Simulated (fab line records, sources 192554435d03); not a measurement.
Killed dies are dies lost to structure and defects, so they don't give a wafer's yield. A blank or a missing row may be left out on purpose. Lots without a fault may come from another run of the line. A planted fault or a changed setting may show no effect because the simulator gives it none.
Split-lot experiment | flow n5_finfet | 7 lots, 39 wafers read, on a route of 1938 steps

THE SPLIT
At N5_HKMG_FIN_HK_ALD_01 (deposits HfO2, target thk 1.6 nm, pulse time 3 s, purge time 3 s), the setting ald_cycles was moved away from the recipe's 30 on 15 of the 39 wafers read, by -30.0% to +50.0%. The other wafers ran this setting at the recipe's value.

FROM THE SPLIT TO THE READING: what the file shows between them, 4 steps
- N5_HKMG_FIN_HK_ANNEAL_02: time 30 s
- N5_HKMG_FIN_ALD_74: deposits La2O3, target thk 0.5 nm, pulse time 6 s, co reactant pulse time 1 s
- N5_HKMG_FIN_WET_ETCH_82: etches La2O3 in dHCl, stops on HfO2, target depth 2 nm, rinse time 30 s
- N5_HKMG_FIN_ALD_36: deposits TiN, target thk 1 nm, pulse time 1 s, purge time 3 s

THE READING
HK_THK, in nm, at N5_HKMG_FIN_THK_MEAS_70 (measures by xrf). Fault-free wafers of this fab line usually give 1.599 nm, standard deviation 0.022 nm.

wafer  | tool, chamber at the split | ald_cycles as run | against the recipe | HK_THK, nm | against lot-mates on the recipe
L075.1 | ald_hk-01, 0,3,1           | 30                | recipe             | 1.624      | -
L075.2 | ald_hk-01, 2,0,3           | 22                | -26.7%             | 1.161      | -0.440
L075.3 | ald_hk-01, 0,3,1           | 30                | recipe             | 1.601      | -
L075.4 | ald_hk-01, 0,3,1           | 30                | recipe             | 1.579      | -
L075.5 | ald_hk-01, 2,0,3           | 22                | -26.7%             | 1.158      | -0.443
L075.6 | ald_hk-01, 2,0,3           | 22                | -26.7%             | 1.186      | -0.415
L078.1 | ald_hk-03, 1,3,2           | 30                | recipe             | 1.610      | -
L078.4 | ald_hk-03, 1,3,2           | 30                | recipe             | 1.590      | -
L078.6 | ald_hk-03, 1,3,2           | 30                | recipe             | 1.602      | -
L079.1 | ald_hk-02, 0,2,1           | 30                | recipe             | 1.608      | -
L079.2 | ald_hk-02, 0,2,1           | 30                | recipe             | 1.641      | -
L079.3 | ald_hk-02, 0,2,1           | 30                | recipe             | 1.601      | -
L079.4 | ald_hk-02, 3,3,2           | 45                | +50.0%             | 2.439      | +0.822
L079.5 | ald_hk-02, 3,3,2           | 45                | +50.0%             | 2.427      | +0.810
L079.6 | ald_hk-02, 3,3,2           | 45                | +50.0%             | 2.448      | +0.831
L083.1 | ald_hk-02, 1,0,2,3,2,1     | 30                | recipe             | 1.578      | -
L083.2 | ald_hk-02, 1,0,2,3,2,1     | 30                | recipe             | 1.574      | -
L083.3 | ald_hk-02, 1,0,2,3,2,1     | 30                | recipe             | 1.600      | -
L083.4 | ald_hk-02, 1,0,2,3,2,1     | 30                | recipe             | 1.597      | -
L083.5 | ald_hk-02, 1,0,2,3,2,1     | 30                | recipe             | 1.600      | -
L083.6 | ald_hk-02, 1,0,2,3,2,1     | 30                | recipe             | 1.596      | -
L084.1 | ald_hk-03, 0,3,1           | 30                | recipe             | 1.594      | -
L084.2 | ald_hk-03, 0,3,1           | 30                | recipe             | 1.621      | -
L084.3 | ald_hk-03, 2,1,0           | 39                | +30.0%             | 2.085      | +0.483
L084.4 | ald_hk-03, 0,3,1           | 30                | recipe             | 1.592      | -
L084.5 | ald_hk-03, 2,1,0           | 39                | +30.0%             | 2.037      | +0.435
L084.6 | ald_hk-03, 2,1,0           | 39                | +30.0%             | 2.119      | +0.517
L089.1 | ald_hk-03, 2,0,3           | 30                | recipe             | 1.634      | -
L089.2 | ald_hk-03, 0,3,1           | 42                | +40.0%             | 2.235      | +0.609
L089.3 | ald_hk-03, 0,3,1           | 42                | +40.0%             | 2.214      | +0.588
L089.4 | ald_hk-03, 0,3,1           | 42                | +40.0%             | 2.257      | +0.631
L089.5 | ald_hk-03, 2,0,3           | 30                | recipe             | 1.619      | -
L089.6 | ald_hk-03, 2,0,3           | 30                | recipe             | 1.626      | -
L095.1 | ald_hk-01, 3,1,0           | 30                | recipe             | 1.571      | -
L095.2 | ald_hk-01, 0,2             | 21                | -30.0%             | 1.093      | -0.486
L095.3 | ald_hk-01, 3,1,0           | 30                | recipe             | 1.580      | -
L095.4 | ald_hk-01, 0,2             | 21                | -30.0%             | 1.080      | -0.499
L095.5 | ald_hk-01, 3               | 21                | -30.0%             | 1.109      | -0.470
L095.6 | ald_hk-01, 3,1,0           | 30                | recipe             | 1.585      | -
Where a row lists several chambers, the file gives one row for several wafers and doesn't say which wafer went through which chamber.

THE FIT
A straight line over all 39 wafers: HK_THK changes by +0.0164 nm for each +1% of ald_cycles; r = +1.00; the points scatter about the line by 0.021 nm.
The same after taking each lot's own level away (the mean of its wafers on the recipe; 39 wafers): +0.016 nm for each +1%; r = +1.00; scatter 0.019 nm.
On that fit, the largest move of ald_cycles shifts the reading by 0.8 nm.
The lots' own levels span 1.5787 to 1.6263 nm, that is 2.2 times the standard deviation above.
So the lot-to-lot level changes the slope little: the two slopes agree.
Check: with one of the wafers moved furthest among these (+50.0%) left out of the fit, the line predicts +0.796 nm for it against its lot-mates. It came out at +0.822 nm against them.

OTHER SPLITS ON THESE WAFERS
These wafers also went through other splits before the reading. Each is held against what the fit with the lots' levels taken away leaves over:
other split on the same wafers | wafers away from the commonest value | r with HK_THK (lot level and that fit taken away)
N5_FIN_SAQP_PECVD_06 time_s    | 9                                    | -0.09
N5_SD_EPI_P_EPI_21 time_s      | 18                                   | +0.17

THE WHOLE CHAIN: every reading that the file lists as answering this split, in the file's order
step                    | what it does                                                     | reading                                                                            | change (the file's fit)                | r (the file's)
N5_HKMG_FIN_HK_ALD_01   | deposits HfO2, target thk 1.6 nm, pulse time 3 s, purge time 3 s | HfO2_of_HKMG_FIN_HK_ALD_01.thk_nm (the simulator's own value, which no gauge read) | +0.0152 nm for each +1% of the setting | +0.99
N5_HKMG_FIN_THK_MEAS_70 | measures by xrf                                                  | HK_THK                                                                             | +0.016 for each +1% of the setting     | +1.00

THE FILE'S OWN FIT
HK_THK changes by +0.016 nm for each +1% of ald_cycles, r = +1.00.
